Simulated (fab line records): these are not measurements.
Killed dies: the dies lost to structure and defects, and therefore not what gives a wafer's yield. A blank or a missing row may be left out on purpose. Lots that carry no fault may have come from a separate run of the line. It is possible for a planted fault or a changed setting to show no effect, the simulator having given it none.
Lot-split experiment + flow n5_finfet + 21 wafers read from 7 lots, route of 1938 steps

== SPLIT DETAILS ==
At N5_BEOL_M13_EXPOSE_07 (exposes mask V12), the setting dose_mj was moved away from the recipe's 24.8 on 6 of the 21 wafers read, by -2.3% to +7.3%. This setting was run at the recipe's value on the other wafers.

== FROM THE SPLIT TO THE READING: what the file shows between them, 9 steps ==
- N5_BEOL_M13_PEB_08: peb time 90 s
- N5_BEOL_M13_DEVELOP_09: develop time 45 s
- N5_BEOL_M13_HARDBAKE_14: time 120 s
- N5_BEOL_M13_CD_MEAS_10: target cd 190 nm
- N5_BEOL_M13_DESCUM_15: chemistry O2, time 7.9 s (also split here: time_s)
- N5_BEOL_M13_ETCH_59: etches BARC in N2/H2, target depth 89 nm, overetch 26.7 nm, time 67.9 s
- N5_BEOL_M13_VIA_ETCH_16: etches SiOC in C4F8/O2/Ar, target depth 921.7 nm
- N5_BEOL_M13_STRIP_71: strips in post etch residue remover, time 60 s
- N5_BEOL_M13_SRD_72: time 30 s, dry time 30 s

== THE READING ==
At N5_BEOL_M13_CD_MEAS_17: cd_nm in nanometres, against a target cd of 190 nm. Typical for fault-free wafers on this fab line: 189.1 nm, with standard deviation 1.6 nm.

| wafer  | tool, chamber at the split | dose_mj as run | against the recipe | cd_nm, nm | against lot-mates on the recipe |
|--------|----------------------------|----------------|--------------------|-----------|---------------------------------|
| L075.3 | krf_scanner-01, 0          | 26.32          | +6.1%              | 195.5     | +6.4                            |
| L075.4 | krf_scanner-01, 0          | 24.8           | recipe             | 190.7     | -                               |
| L075.5 | krf_scanner-01, 0          | 24.8           | recipe             | 187.6     | -                               |
| L080.2 | krf_scanner-01, 0          | 24.8           | recipe             | 188.3     | -                               |
| L080.4 | krf_scanner-01, 0          | 25.65          | +3.4%              | 192.4     | +3.4                            |
| L080.5 | krf_scanner-01, 0          | 24.8           | recipe             | 189.7     | -                               |
| L082.1 | krf_scanner-01, 0          | 24.8           | recipe             | 188.1     | -                               |
| L082.3 | krf_scanner-01, 0          | 24.8           | recipe             | 189.4     | -                               |
| L082.4 | krf_scanner-01, 0          | 24.8           | recipe             | 190.2     | -                               |
| L086.4 | krf_scanner-01, 0          | 24.8           | recipe             | 191.1     | -                               |
| L086.5 | krf_scanner-01, 0          | 26.54          | +7.0%              | 196.3     | +6.5                            |
| L086.6 | krf_scanner-01, 0          | 24.8           | recipe             | 188.5     | -                               |
| L096.3 | krf_scanner-02, 0          | 24.22          | -2.3%              | 184.7     | -2.0                            |
| L096.4 | krf_scanner-02, 0          | 24.8           | recipe             | 188.2     | -                               |
| L096.5 | krf_scanner-02, 0          | 24.8           | recipe             | 185.2     | -                               |
| L092.2 | krf_scanner-02, 0          | 24.8           | recipe             | 188.7     | -                               |
| L092.4 | krf_scanner-02, 0          | 24.8           | recipe             | 188.2     | -                               |
| L092.5 | krf_scanner-02, 0          | 24.8           | recipe             | 188.8     | -                               |
| L097.1 | krf_scanner-02, 0          | 26.6           | +7.3%              | 198.1     | +6.1                            |
| L097.3 | krf_scanner-02, 0          | 24.8           | recipe             | 192.0     | -                               |
| L097.5 | krf_scanner-02, 0          | 26.6           | +7.3%              | 199.6     | +7.6                            |

FIT RESULTS
A straight line over all 21 wafers: cd_nm changes by +1.24 nm for each +1% of dose_mj; r = +0.92; the points scatter about the line by 1.5 nm.
The same after taking each lot's own level away (the mean of its wafers on the recipe; 21 wafers): +0.953 nm for each +1%; r = +0.95; scatter 0.96 nm.
That fit puts the effect of the largest move of dose_mj on the reading at 6.9 nm.
The span of the lots' own levels, 186.70 to 192.00 nm, comes to 3.3 times the standard deviation stated above.
In other words, the slope is changed by the lot-to-lot level; the two fits disagree.
Check: +7.23 nm against its lot-mates is what the line predicts for one of the wafers moved furthest among these (+7.3%) when that wafer is left out of the fit. Against them it came out at +6.1 nm.

== ADDITIONAL SPLITS CARRIED BY THESE WAFERS ==
These wafers also went through other splits before the reading. Each is held against what the fit with the lots' levels taken away leaves over:
| other split on the same wafers   | wafers away from the commonest value | r with cd_nm (lot level and that fit taken away) |
|----------------------------------|--------------------------------------|--------------------------------------------------|
| N5_BEOL_M8_TRENCH_ETCH_37 time_s | 12                                   | -0.29                                            |
| N5_BEOL_M9_CMP_52 down_force_psi | 7                                    | +0.19                                            |
| N5_BEOL_M10_PECVD_70 temp_c      | 7                                    | -0.14                                            |
| N5_BEOL_M13_DESCUM_15 time_s     | 6                                    | -0.14                                            |

== THE WHOLE CHAIN: every reading that the file lists as answering this split, in the file's order ==
| step                   | what it does     | reading | change (the file's fit)               | r (the file's) |
|------------------------|------------------|---------|---------------------------------------|----------------|
| N5_BEOL_M13_CD_MEAS_10 | target cd 190 nm | cd_nm   | +0.919 nm for each +1% of the setting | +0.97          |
| N5_BEOL_M13_CD_MEAS_17 | target cd 190 nm | cd_nm   | +0.962 nm for each +1% of the setting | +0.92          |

== FILE'S OWN FIT ==
cd_nm changes by +0.962 nm for each +1% of dose_mj, r = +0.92.
